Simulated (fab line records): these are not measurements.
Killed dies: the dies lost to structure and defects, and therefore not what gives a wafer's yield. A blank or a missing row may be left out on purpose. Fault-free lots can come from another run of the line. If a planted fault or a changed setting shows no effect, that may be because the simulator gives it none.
Matching of chambers || flow n5Finfet || N5_BEOL_M1_DESCUM_16 on rieDiel-03 has 4 sister chambers
The step chemistry O2, time 7 s. 4 wafers are shown with their chamber, then 9 later ones without.

== EACH WAFER AND ITS CHAMBER ==
{"wafer": "L085.2", "chamber": 0, "drypumpMotorCurrentA (A)": 5.9}
{"wafer": "L092.2", "chamber": 1, "drypumpMotorCurrentA (A)": 6.1}
{"wafer": "L092.4", "chamber": 3, "drypumpMotorCurrentA (A)": 5.6}
{"wafer": "L092.5", "chamber": 2, "drypumpMotorCurrentA (A)": 6.1}

== WAFERS WITH NO CHAMBER GIVEN ==
{"wafer": "L094.2", "drypumpMotorCurrentA (A)": 5.9}
{"wafer": "L094.3", "drypumpMotorCurrentA (A)": 5.6}
{"wafer": "L094.5", "drypumpMotorCurrentA (A)": 5.9}
{"wafer": "L096.2", "drypumpMotorCurrentA (A)": 5.6}
{"wafer": "L096.4", "drypumpMotorCurrentA (A)": 6.1}
{"wafer": "L096.5", "drypumpMotorCurrentA (A)": 6.1}
{"wafer": "L097.3", "drypumpMotorCurrentA (A)": 5.7}
{"wafer": "L097.5", "drypumpMotorCurrentA (A)": 5.9}
{"wafer": "L097.6", "drypumpMotorCurrentA (A)": 6.1}

== WHICH CHAMBER EACH ONE RAN IN ==
{"wafer": "L094.2", "from the rows above": 0, "in truth": 0}
{"wafer": "L094.3", "from the rows above": 3, "in truth": 3}
{"wafer": "L094.5", "from the rows above": 0, "in truth": 0}
{"wafer": "L096.2", "from the rows above": 3, "in truth": 3}
{"wafer": "L096.4", "from the rows above": "can't be placed: 1 or 2", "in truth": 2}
{"wafer": "L096.5", "from the rows above": "can't be placed: 1 or 2", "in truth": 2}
{"wafer": "L097.3", "from the rows above": 3, "in truth": 3}
{"wafer": "L097.5", "from the rows above": 0, "in truth": 0}
{"wafer": "L097.6", "from the rows above": "can't be placed: 1 or 2", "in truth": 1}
6 of 9 placed correctly. These rows do not allow placing 3 (true chamber among the candidates in 3). 0 placed wrongly.
How it was worked out, from the rows above alone: a wafer's distance from a chamber is the root of the sum, over the readings, of the square of ((its reading less the chamber's mean) divided by the reading's scatter). The wafer belongs to the nearest chamber; if the next one is less than 2 further off, it can't be placed. A chamber's mean is the mean of its shown wafers. The scatter: root of mean squared gap, hidden wafer to nearest shown wafer, with one shown wafer a chamber.
